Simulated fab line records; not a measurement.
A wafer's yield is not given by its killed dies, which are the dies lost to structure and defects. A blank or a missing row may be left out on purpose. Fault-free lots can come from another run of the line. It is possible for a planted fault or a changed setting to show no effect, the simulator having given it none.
Lot-split experiment / flow n5_finfet / on a route of 1938 steps: 7 lots, 39 wafers read

## THE SPLIT ITSELF
At N5_FIN_CUT_ETCH_21 (etches SOC in N2/H2, target depth 219 nm, overetch 43.8 nm, time 523.5 s), the setting time_s was moved away from the recipe's 523.5 s on 9 of the 39 wafers read, by -22.4% to +9.7%. This setting was run at the recipe's value on the other wafers.

The reading comes from the split's own step.

## THE READING
SiARC_of_FIN_CUT_COAT_19.thk_nm (the simulator's own value, which no gauge read), in nm, at N5_FIN_CUT_ETCH_21 (etches SOC in N2/H2, target depth 219 nm, overetch 43.8 nm, time 523.5 s). No usual value for it is given in the file. Across the 30 wafers here that went through the recipe, the average is 11.9 nm and the standard deviation 0.19 nm.

wafer=L076.1; tool, chamber at the split=rie_diel-06, 1; time_s as run, s=523.5; against the recipe=recipe; SiARC_of_FIN_CUT_COAT_19.thk_nm, nm=11.8; against lot-mates on the recipe=-
wafer=L076.2; tool, chamber at the split=rie_diel-06, 0; time_s as run, s=523.5; against the recipe=recipe; SiARC_of_FIN_CUT_COAT_19.thk_nm, nm=12; against lot-mates on the recipe=-
wafer=L076.3; tool, chamber at the split=rie_diel-06, 3; time_s as run, s=523.5; against the recipe=recipe; SiARC_of_FIN_CUT_COAT_19.thk_nm, nm=11.8; against lot-mates on the recipe=-
wafer=L076.4; tool, chamber at the split=rie_diel-06, 2; time_s as run, s=523.5; against the recipe=recipe; SiARC_of_FIN_CUT_COAT_19.thk_nm, nm=11.6; against lot-mates on the recipe=-
wafer=L076.5; tool, chamber at the split=rie_diel-06, 1; time_s as run, s=523.5; against the recipe=recipe; SiARC_of_FIN_CUT_COAT_19.thk_nm, nm=11.6; against lot-mates on the recipe=-
wafer=L076.6; tool, chamber at the split=rie_diel-06, 0; time_s as run, s=523.5; against the recipe=recipe; SiARC_of_FIN_CUT_COAT_19.thk_nm, nm=12; against lot-mates on the recipe=-
wafer=L082.1; tool, chamber at the split=rie_diel-01, 0; time_s as run, s=442.1; against the recipe=-15.5%; SiARC_of_FIN_CUT_COAT_19.thk_nm, nm=13; against lot-mates on the recipe=+1.1
wafer=L082.2; tool, chamber at the split=rie_diel-01, 3; time_s as run, s=523.5; against the recipe=recipe; SiARC_of_FIN_CUT_COAT_19.thk_nm, nm=12; against lot-mates on the recipe=-
wafer=L082.3; tool, chamber at the split=rie_diel-01, 1; time_s as run, s=523.5; against the recipe=recipe; SiARC_of_FIN_CUT_COAT_19.thk_nm, nm=11.8; against lot-mates on the recipe=-
wafer=L082.4; tool, chamber at the split=rie_diel-01, 2; time_s as run, s=523.5; against the recipe=recipe; SiARC_of_FIN_CUT_COAT_19.thk_nm, nm=12; against lot-mates on the recipe=-
wafer=L082.5; tool, chamber at the split=rie_diel-01, 1; time_s as run, s=442.1; against the recipe=-15.5%; SiARC_of_FIN_CUT_COAT_19.thk_nm, nm=13; against lot-mates on the recipe=+1.1
wafer=L082.6; tool, chamber at the split=rie_diel-01, 2; time_s as run, s=442.1; against the recipe=-15.5%; SiARC_of_FIN_CUT_COAT_19.thk_nm, nm=13.2; against lot-mates on the recipe=+1.3
wafer=L084.1; tool, chamber at the split=rie_diel-06, 2; time_s as run, s=574.2; against the recipe=+9.7%; SiARC_of_FIN_CUT_COAT_19.thk_nm, nm=11; against lot-mates on the recipe=-0.9
wafer=L084.2; tool, chamber at the split=rie_diel-06, 1; time_s as run, s=574.2; against the recipe=+9.7%; SiARC_of_FIN_CUT_COAT_19.thk_nm, nm=11.2; against lot-mates on the recipe=-0.7
wafer=L084.3; tool, chamber at the split=rie_diel-06, 3; time_s as run, s=574.2; against the recipe=+9.7%; SiARC_of_FIN_CUT_COAT_19.thk_nm, nm=11.2; against lot-mates on the recipe=-0.7
wafer=L084.4; tool, chamber at the split=rie_diel-06, 0; time_s as run, s=523.5; against the recipe=recipe; SiARC_of_FIN_CUT_COAT_19.thk_nm, nm=12.2; against lot-mates on the recipe=-
wafer=L084.5; tool, chamber at the split=rie_diel-06, 2; time_s as run, s=523.5; against the recipe=recipe; SiARC_of_FIN_CUT_COAT_19.thk_nm, nm=11.8; against lot-mates on the recipe=-
wafer=L084.6; tool, chamber at the split=rie_diel-06, 3; time_s as run, s=523.5; against the recipe=recipe; SiARC_of_FIN_CUT_COAT_19.thk_nm, nm=11.8; against lot-mates on the recipe=-
wafer=L085.1; tool, chamber at the split=rie_diel-02, 3,0; time_s as run, s=523.5; against the recipe=recipe; SiARC_of_FIN_CUT_COAT_19.thk_nm, nm=12; against lot-mates on the recipe=-
wafer=L085.3; tool, chamber at the split=rie_diel-02, 3,0; time_s as run, s=523.5; against the recipe=recipe; SiARC_of_FIN_CUT_COAT_19.thk_nm, nm=12; against lot-mates on the recipe=-
wafer=L085.6; tool, chamber at the split=rie_diel-02, 3; time_s as run, s=523.5; against the recipe=recipe; SiARC_of_FIN_CUT_COAT_19.thk_nm, nm=12; against lot-mates on the recipe=-
wafer=L094.1; tool, chamber at the split=rie_diel-06, 2; time_s as run, s=523.5; against the recipe=recipe; SiARC_of_FIN_CUT_COAT_19.thk_nm, nm=11.8; against lot-mates on the recipe=-
wafer=L094.2; tool, chamber at the split=rie_diel-06, 0; time_s as run, s=523.5; against the recipe=recipe; SiARC_of_FIN_CUT_COAT_19.thk_nm, nm=12; against lot-mates on the recipe=-
wafer=L094.3; tool, chamber at the split=rie_diel-06, 3; time_s as run, s=523.5; against the recipe=recipe; SiARC_of_FIN_CUT_COAT_19.thk_nm, nm=11.8; against lot-mates on the recipe=-
wafer=L094.4; tool, chamber at the split=rie_diel-06, 1; time_s as run, s=523.5; against the recipe=recipe; SiARC_of_FIN_CUT_COAT_19.thk_nm, nm=12; against lot-mates on the recipe=-
wafer=L094.5; tool, chamber at the split=rie_diel-06, 1; time_s as run, s=523.5; against the recipe=recipe; SiARC_of_FIN_CUT_COAT_19.thk_nm, nm=11.8; against lot-mates on the recipe=-
wafer=L094.6; tool, chamber at the split=rie_diel-06, 2; time_s as run, s=523.5; against the recipe=recipe; SiARC_of_FIN_CUT_COAT_19.thk_nm, nm=11.6; against lot-mates on the recipe=-
wafer=L095.1; tool, chamber at the split=rie_diel-01, 2; time_s as run, s=523.5; against the recipe=recipe; SiARC_of_FIN_CUT_COAT_19.thk_nm, nm=12.2; against lot-mates on the recipe=-
wafer=L095.2; tool, chamber at the split=rie_diel-01, 1; time_s as run, s=523.5; against the recipe=recipe; SiARC_of_FIN_CUT_COAT_19.thk_nm, nm=12; against lot-mates on the recipe=-
wafer=L095.3; tool, chamber at the split=rie_diel-01, 3; time_s as run, s=523.5; against the recipe=recipe; SiARC_of_FIN_CUT_COAT_19.thk_nm, nm=12.4; against lot-mates on the recipe=-
wafer=L095.4; tool, chamber at the split=rie_diel-01, 0; time_s as run, s=406.4; against the recipe=-22.4%; SiARC_of_FIN_CUT_COAT_19.thk_nm, nm=13.8; against lot-mates on the recipe=+1.6
wafer=L095.5; tool, chamber at the split=rie_diel-01, 0; time_s as run, s=406.4; against the recipe=-22.4%; SiARC_of_FIN_CUT_COAT_19.thk_nm, nm=13.8; against lot-mates on the recipe=+1.6
wafer=L095.6; tool, chamber at the split=rie_diel-01, 1; time_s as run, s=406.4; against the recipe=-22.4%; SiARC_of_FIN_CUT_COAT_19.thk_nm, nm=13.8; against lot-mates on the recipe=+1.6
wafer=L096.1; tool, chamber at the split=rie_diel-01, 0; time_s as run, s=523.5; against the recipe=recipe; SiARC_of_FIN_CUT_COAT_19.thk_nm, nm=12; against lot-mates on the recipe=-
wafer=L096.2; tool, chamber at the split=rie_diel-01, 1; time_s as run, s=523.5; against the recipe=recipe; SiARC_of_FIN_CUT_COAT_19.thk_nm, nm=11.8; against lot-mates on the recipe=-
wafer=L096.3; tool, chamber at the split=rie_diel-01, 3; time_s as run, s=523.5; against the recipe=recipe; SiARC_of_FIN_CUT_COAT_19.thk_nm, nm=12.2; against lot-mates on the recipe=-
wafer=L096.4; tool, chamber at the split=rie_diel-01, 2; time_s as run, s=523.5; against the recipe=recipe; SiARC_of_FIN_CUT_COAT_19.thk_nm, nm=12; against lot-mates on the recipe=-
wafer=L096.5; tool, chamber at the split=rie_diel-01, 0; time_s as run, s=523.5; against the recipe=recipe; SiARC_of_FIN_CUT_COAT_19.thk_nm, nm=12; against lot-mates on the recipe=-
wafer=L096.6; tool, chamber at the split=rie_diel-01, 3; time_s as run, s=523.5; against the recipe=recipe; SiARC_of_FIN_CUT_COAT_19.thk_nm, nm=12.2; against lot-mates on the recipe=-
The file does not say which wafer passed through which chamber wherever a row lists several chambers: such a row stands for several wafers.

FIT RESULTS
A straight line over all 39 wafers: SiARC_of_FIN_CUT_COAT_19.thk_nm changes by -0.0803 nm for each +1% of time_s; r = -0.96; the points scatter about the line by 0.18 nm.
The same after taking each lot's own level away (the mean of its wafers on the recipe; 39 wafers): -0.0735 nm for each +1%; r = -0.97; scatter 0.14 nm.
Per that fit: largest time_s move, reading shift of 1.6 nm.
The lots' own levels span 11.80 to 12.20 nm, that is 2.1 times the standard deviation above.
So the lot-to-lot level changes the slope little: the two slopes agree.
Check: with one of the wafers moved furthest among these (-22.4%) left out of the fit, the line predicts +1.64 nm for it against its lot-mates. It came out at +1.6 nm against them.

## OTHER SPLITS APPLIED TO THESE WAFERS
Other splits were also applied to these wafers ahead of the reading. Each is held against what the fit with the lots' levels taken away leaves over:
other split on the same wafers=N5_WELL_APT_IMPLANT_15 energy_kev; wafers away from the commonest value=12; r with SiARC_of_FIN_CUT_COAT_19.thk_nm (lot level and that fit taken away)=-0.04

## THE WHOLE CHAIN: every reading that the file lists as answering this split, in the file's order
step=N5_FIN_CUT_ETCH_21; what it does=etches SOC in N2/H2, target depth 219 nm, overetch 43.8 nm, time 523.5 s; reading=etch.depth_nm (the simulator's own value, which no gauge read); change (the file's fit)=+0.878 nm for each +1% of the setting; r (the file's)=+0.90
step=N5_FIN_CUT_ETCH_21; what it does=etches SOC in N2/H2, target depth 219 nm, overetch 43.8 nm, time 523.5 s; reading=SiARC_of_FIN_CUT_COAT_19.thk_nm (the simulator's own value, which no gauge read); change (the file's fit)=-0.0732 nm for each +1% of the setting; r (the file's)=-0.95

## THE FILE'S OWN FIT
SiARC_of_FIN_CUT_COAT_19.thk_nm changes by -0.0732 nm for each +1% of time_s, r = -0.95.
